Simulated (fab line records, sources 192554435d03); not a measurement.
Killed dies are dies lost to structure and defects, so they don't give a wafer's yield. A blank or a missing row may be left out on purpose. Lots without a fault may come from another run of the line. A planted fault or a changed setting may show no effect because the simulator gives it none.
Which tool did it? | flow n5_finfet | 24 lots, 72 wafers sampled, at 5 steps of a route of 1938

WHAT THE GAUGES READ, wafer by wafer
N5_BEOL_M10_INSPECT_13: inspects for defects (brightfield). Usual: raw_defect_count 442, standard deviation 120.
lot  | measured     | on                | raw_defect_count | flag
L075 | day 11 21:03 | defect_inspect-01 | 465 463 452      |
L074 | day 12 00:52 | defect_inspect-02 | 428 537 366      |
L076 | day 12 06:50 | defect_inspect-01 | 383 342 356      |
L077 | day 12 20:31 | defect_inspect-01 | 405 463 369      |
L078 | day 13 05:31 | defect_inspect-01 | 381 405 401      |
L080 | day 13 05:41 | defect_inspect-01 | 395 434 492      |
L079 | day 13 06:25 | defect_inspect-01 | 496 398 376      |
L081 | day 13 12:39 | defect_inspect-01 | 459 466 463      |
L083 | day 13 21:52 | defect_inspect-01 | 580 401 307      |
L082 | day 14 06:55 | defect_inspect-02 | 295 364 231      |
L086 | day 14 07:05 | defect_inspect-02 | 476 364 464      |
L084 | day 14 14:43 | defect_inspect-02 | 347 277 406      |
L087 | day 14 17:30 | defect_inspect-02 | 588 485 482      |
L089 | day 14 21:36 | defect_inspect-01 | 391 545 529      |
L088 | day 15 06:59 | defect_inspect-01 | 276 456 440      |
L085 | day 15 07:35 | defect_inspect-01 | 468 327 344      |
L091 | day 15 11:42 | defect_inspect-02 | 238 293 416      |
L093 | day 15 19:11 | defect_inspect-02 | 342 442 419      |
L096 | day 16 07:29 | defect_inspect-01 | 566 719 474      |
L092 | day 16 16:28 | defect_inspect-02 | 363 328 440      |
L094 | day 16 23:41 | defect_inspect-02 | 649 863 575      |
L095 | day 17 07:35 | defect_inspect-02 | 367 360 383      |
L090 | day 17 10:19 | defect_inspect-02 | 459 428 590      |
L097 | day 18 07:06 | defect_inspect-02 | 498 811 596      |

N5_BEOL_M10_INSPECT_30: inspects for defects (brightfield). Usual: raw_defect_count 446, standard deviation 120.
lot  | measured     | on                | raw_defect_count | flag
L075 | day 11 22:46 | defect_inspect-02 | 444 457 447      |
L074 | day 12 02:10 | defect_inspect-01 | 447 585 397      |
L076 | day 12 07:54 | defect_inspect-01 | 378 339 368      |
L077 | day 12 23:02 | defect_inspect-01 | 395 457 379      |
L078 | day 13 08:31 | defect_inspect-02 | 374 411 378      |
L080 | day 13 08:40 | defect_inspect-02 | 391 429 476      |
L079 | day 13 08:50 | defect_inspect-01 | 491 384 357      |
L081 | day 13 15:15 | defect_inspect-02 | 441 455 449      |
L083 | day 13 22:56 | defect_inspect-01 | 570 405 302      |
L082 | day 14 09:42 | defect_inspect-01 | 321 365 260      |
L086 | day 14 09:32 | defect_inspect-02 | 486 396 448      |
L084 | day 14 16:01 | defect_inspect-01 | 344 262 398      |
L087 | day 14 23:31 | defect_inspect-02 | 609 484 473      |
L089 | day 14 23:20 | defect_inspect-01 | 434 594 560      |
L088 | day 15 08:25 | defect_inspect-02 | 276 441 433      |
L085 | day 15 08:59 | defect_inspect-01 | 454 308 342      |
L091 | day 15 14:58 | defect_inspect-02 | 257 303 403      |
L093 | day 15 20:09 | defect_inspect-01 | 325 489 418      |
L096 | day 16 09:52 | defect_inspect-01 | 553 719 483      |
L092 | day 16 20:29 | defect_inspect-02 | 382 346 446      |
L094 | day 17 02:26 | defect_inspect-01 | 614 855 625      |
L095 | day 17 09:14 | defect_inspect-02 | 392 364 382      |
L090 | day 17 11:21 | defect_inspect-01 | 519 507 586      |
L097 | day 18 11:19 | defect_inspect-01 | 515 853 584      |

WHICH TOOL RAN EACH LOT (tool, then ch and the chambers of the sampled wafers, then the start)
lot  | N5_BEOL_M9_ANNEAL_51             | N5_BEOL_M10_HM_DEP_02        | N5_BEOL_M10_ETCH_61
L075 | rtp_anneal-02 ch 0, day 11 16:46 | pvd_sputter-01, day 11 20:37 | rie_diel-06 ch 2,3, day 11 21:08
L074 | rtp_anneal-02 ch 0, day 11 21:58 | pvd_sputter-02, day 12 00:19 | rie_diel-06 ch 0,2, day 12 01:19
L076 | rtp_anneal-02 ch 0, day 12 01:19 | pvd_sputter-02, day 12 06:17 | rie_diel-06 ch 2,3, day 12 07:00
L077 | rtp_anneal-01 ch 0, day 12 16:41 | pvd_sputter-01, day 12 19:56 | rie_diel-06 ch 1,2, day 12 20:35
L078 | rtp_anneal-02 ch 0, day 13 01:36 | pvd_sputter-01, day 13 04:58 | rie_diel-03 ch 0,1,2, day 13 05:40
L080 | rtp_anneal-01 ch 0, day 13 01:44 | pvd_sputter-01, day 13 05:04 | rie_diel-05 ch 0,1,2, day 13 05:46
L079 | rtp_anneal-02 ch 0, day 13 04:00 | pvd_sputter-03, day 13 06:00 | rie_diel-05 ch 0,1,3, day 13 06:29
L081 | rtp_anneal-02 ch 0, day 13 10:13 | pvd_sputter-01, day 13 12:13 | rie_diel-03 ch 1,2, day 13 12:43
L083 | rtp_anneal-01 ch 0, day 13 19:31 | pvd_sputter-01, day 13 21:26 | rie_diel-06 ch 0,2,3, day 13 21:58
L082 | rtp_anneal-02 ch 0, day 14 03:39 | pvd_sputter-03, day 14 06:22 | rie_diel-06 ch 1,2,3, day 14 07:10
L086 | rtp_anneal-01 ch 0, day 14 03:53 | pvd_sputter-02, day 14 06:26 | rie_diel-03 ch 0,1,2, day 14 07:27
L084 | rtp_anneal-01 ch 0, day 14 11:44 | pvd_sputter-03, day 14 14:10 | rie_diel-05 ch 1,2, day 14 14:47
L087 | rtp_anneal-01 ch 0, day 14 14:59 | pvd_sputter-03, day 14 16:57 | rie_diel-06 ch 0,1,3, day 14 17:38
L089 | rtp_anneal-01 ch 0, day 14 18:23 | pvd_sputter-01, day 14 21:03 | rie_diel-06 ch 0,1,3, day 14 21:40
L088 | rtp_anneal-01 ch 0, day 15 03:30 | pvd_sputter-03, day 15 06:34 | rie_diel-06 ch 0,2,3, day 15 07:18
L085 | rtp_anneal-02 ch 0, day 15 04:02 | pvd_sputter-03, day 15 07:02 | rie_diel-05 ch 0,2, day 15 07:48
L091 | rtp_anneal-01 ch 0, day 15 09:16 | pvd_sputter-01, day 15 11:09 | rie_diel-03 ch 1,2,3, day 15 11:46
L093 | rtp_anneal-02 ch 0, day 15 17:17 | pvd_sputter-03, day 15 18:46 | rie_diel-03 ch 0,1,2, day 15 19:16
L096 | rtp_anneal-01 ch 0, day 16 04:55 | pvd_sputter-02, day 16 07:04 | rie_diel-05 ch 0,1,3, day 16 07:44
L092 | rtp_anneal-01 ch 0, day 16 13:02 | pvd_sputter-01, day 16 15:55 | rie_diel-03 ch 0,1, day 16 16:32
L094 | rtp_anneal-02 ch 0, day 16 21:01 | pvd_sputter-02, day 16 23:08 | rie_diel-05 ch 0,1,3, day 17 00:02
L095 | rtp_anneal-02 ch 0, day 17 05:15 | pvd_sputter-03, day 17 07:10 | rie_diel-03 ch 1,3, day 17 07:44
L090 | rtp_anneal-02 ch 0, day 17 06:50 | pvd_sputter-03, day 17 09:46 | rie_diel-05 ch 1,3, day 17 10:23
L097 | rtp_anneal-02 ch 0, day 18 04:52 | pvd_sputter-01, day 18 06:40 | rie_diel-06 ch 0,1,2, day 18 07:10
- N5_BEOL_M9_ANNEAL_51: time 90 s.
- N5_BEOL_M10_HM_DEP_02: deposits TiN, target thk 20 nm.
- N5_BEOL_M10_ETCH_61: etches SiARC in CF4, target depth 39 nm, time 65 s.

WHAT THE TOOLS THEMSELVES READ (means of the sampled wafers that have a number; where no wafer has one, the mark that the record gives instead)
N5_BEOL_M9_ANNEAL_51. Usual: wafer_temp_C_max 225.89, standard deviation 0.28.
lot  | tool          | wafer_temp_C_max | flag
L075 | rtp_anneal-02 | 225.82           |
L074 | rtp_anneal-02 | 225.87           |
L076 | rtp_anneal-02 | 225.54           |
L077 | rtp_anneal-01 | 226.12           |
L078 | rtp_anneal-02 | 225.67           |
L080 | rtp_anneal-01 | 226.03           |
L079 | rtp_anneal-02 | 225.79           |
L081 | rtp_anneal-02 | 225.94           |
L083 | rtp_anneal-01 | 226.23           |
L082 | rtp_anneal-02 | 225.71           |
L086 | rtp_anneal-01 | 226.22           |
L084 | rtp_anneal-01 | 225.92           |
L087 | rtp_anneal-01 | 225.97           |
L089 | rtp_anneal-01 | 225.84           |
L088 | rtp_anneal-01 | 225.94           |
L085 | rtp_anneal-02 | 225.71           |
L091 | rtp_anneal-01 | 226.10           |
L093 | rtp_anneal-02 | 225.63           |
L096 | rtp_anneal-01 | 225.95           |
L092 | rtp_anneal-01 | 225.85           |
L094 | rtp_anneal-02 | 225.78           |
L095 | rtp_anneal-02 | 225.82           |
L090 | rtp_anneal-02 | 226.06           |
L097 | rtp_anneal-02 | 226.04           |

N5_BEOL_M10_HM_DEP_02. Usual: chamber_pressure_pa 0.4999 Pa, standard deviation 0.001; throttle_valve_pct 29.6 %, standard deviation 1.5.
lot  | tool           | chamber_pressure_pa (Pa) | throttle_valve_pct (%) | flag
L075 | pvd_sputter-01 | 0.5006                   | 29.6                   |
L074 | pvd_sputter-02 | 0.5004                   | 28.4                   |
L076 | pvd_sputter-02 | 0.5002                   | 29.1                   |
L077 | pvd_sputter-01 | 0.5002                   | 29.4                   |
L078 | pvd_sputter-01 | 0.5008                   | 29.7                   |
L080 | pvd_sputter-01 | 0.4994                   | 30.1                   |
L079 | pvd_sputter-03 | 0.5005                   | 29.7                   |
L081 | pvd_sputter-01 | 0.5012                   | 29.4                   |
L083 | pvd_sputter-01 | 0.4998                   | 29.8                   |
L082 | pvd_sputter-03 | 0.4998                   | 28.9                   |
L086 | pvd_sputter-02 | 0.5001                   | 31.2                   |
L084 | pvd_sputter-03 | 0.4996                   | 28.8                   |
L087 | pvd_sputter-03 | 0.4997                   | 28.7                   |
L089 | pvd_sputter-01 | 0.4994                   | 29.7                   |
L088 | pvd_sputter-03 | 0.4999                   | 31.0                   |
L085 | pvd_sputter-03 | 0.5003                   | 29.3                   |
L091 | pvd_sputter-01 | 0.5002                   | 28.9                   |
L093 | pvd_sputter-03 | 0.5000                   | 30.2                   |
L096 | pvd_sputter-02 | 0.4991                   | 29.8                   |
L092 | pvd_sputter-01 | 0.5013                   | 30.1                   |
L094 | pvd_sputter-02 | 0.4991                   | 30.6                   |
L095 | pvd_sputter-03 | 0.5004                   | 31.5                   |
L090 | pvd_sputter-03 | 0.5003                   | 29.1                   |
L097 | pvd_sputter-01 | 0.5006                   | 30.3                   |

N5_BEOL_M10_ETCH_61. Usual: drypump_motor_current_A 5.7 A, standard deviation 0.47; etch_rf_on_time_s 64.4 s, standard deviation 1.1; oes_product_au 0.71 a.u., standard deviation 0.076; rf_vpp_V 183.7 V, standard deviation 1.2; showerhead_plenum_p_Torr 2.12 Torr, standard deviation 0.069; throttle_valve_pct 15.61 %, standard deviation 0.24.
lot  | tool        | drypump_motor_current_A (A) | etch_rf_on_time_s (s) | oes_product_au (a.u.) | rf_vpp_V (V) | showerhead_plenum_p_Torr (Torr) | throttle_valve_pct (%) | flag
L075 | rie_diel-06 | 5.1                         | 63.8                  | 0.76                  | 183.2        | 2.12                            | 15.64                  |
L074 | rie_diel-06 | 5.6                         | 65.0                  | 0.69                  | 183.9        | 2.13                            | 15.50                  |
L076 | rie_diel-06 | 5.3                         | 64.9                  | 0.71                  | 183.7        | 2.13                            | 15.58                  |
L077 | rie_diel-06 | 5.6                         | 65.5                  | 0.64                  | 183.5        | 2.11                            | 15.63                  |
L078 | rie_diel-03 | 5.7                         | 64.5                  | 0.70                  | 183.6        | 2.13                            | 15.72                  |
L080 | rie_diel-05 | 6.4                         | 64.3                  | 0.65                  | 183.4        | 2.08                            | 15.62                  |
L079 | rie_diel-05 | 6.1                         | 64.6                  | 0.64                  | 184.1        | 2.08                            | 15.74                  |
L081 | rie_diel-03 | 5.5                         | 63.9                  | 0.76                  | 184.4        | 2.14                            | 15.62                  |
L083 | rie_diel-06 | 5.4                         | 64.1                  | 0.73                  | 184.0        | 2.11                            | 15.61                  |
L082 | rie_diel-06 | 5.4                         | 64.4                  | 0.68                  | 183.5        | 2.09                            | 15.72                  |
L086 | rie_diel-03 | 5.7                         | 64.8                  | 0.69                  | 184.0        | 2.12                            | 15.74                  |
L084 | rie_diel-05 | 6.3                         | 65.3                  | 0.67                  | 184.4        | 2.17                            | 15.71                  |
L087 | rie_diel-06 | 5.5                         | 64.3                  | 0.70                  | 183.3        | 2.07                            | 15.74                  |
L089 | rie_diel-06 | 5.5                         | 63.6                  | 0.70                  | 182.7        | 2.07                            | 15.74                  |
L088 | rie_diel-06 | 5.4                         | 63.9                  | 0.71                  | 183.5        | 2.11                            | 15.63                  |
L085 | rie_diel-05 | 6.4                         | 64.3                  | 0.64                  | 183.6        | 2.10                            | 15.63                  |
L091 | rie_diel-03 | 5.5                         | 64.2                  | 0.75                  | 184.3        | 2.14                            | 15.50                  |
L093 | rie_diel-03 | 5.7                         | 63.9                  | 0.68                  | 183.5        | 2.12                            | 15.75                  |
L096 | rie_diel-05 | 6.1                         | 64.4                  | 0.76                  | 185.1        | 2.15                            | 15.43                  |
L092 | rie_diel-03 | 5.6                         | 64.3                  | 0.69                  | 183.3        | 2.06                            | 15.80                  |
L094 | rie_diel-05 | 6.1                         | 64.6                  | 0.75                  | 184.9        | 2.15                            | 15.46                  |
L095 | rie_diel-03 | 5.4                         | 64.9                  | 0.74                  | 184.3        | 2.08                            | 15.58                  |
L090 | rie_diel-05 | 6.1                         | 64.0                  | 0.77                  | 184.8        | 2.21                            | 15.56                  |
L097 | rie_diel-06 | 5.7                         | 65.5                  | 0.64                  | 182.6        | 2.08                            | 15.71                  |

THE ANSWER, worked out from the rows above alone
Rule: a lot is off if the mean of its wafers that have a number lies more than 3 standard deviations from the usual mean. A lot without any number at a reading at which 4 lots or more have one is off too. The other lots that the step has rows for count as sound. The gauges are gone through in route order, then the tools' own readings, and for those a lot's mean is taken as printed above. The first step at which some lot is off is used, and at that step the reading that is off furthest; a lot without a number counts as furthest.
No lot is off at any reading shown: from this, nothing can be told.

WHAT THE SIMULATOR HAD PUT IN
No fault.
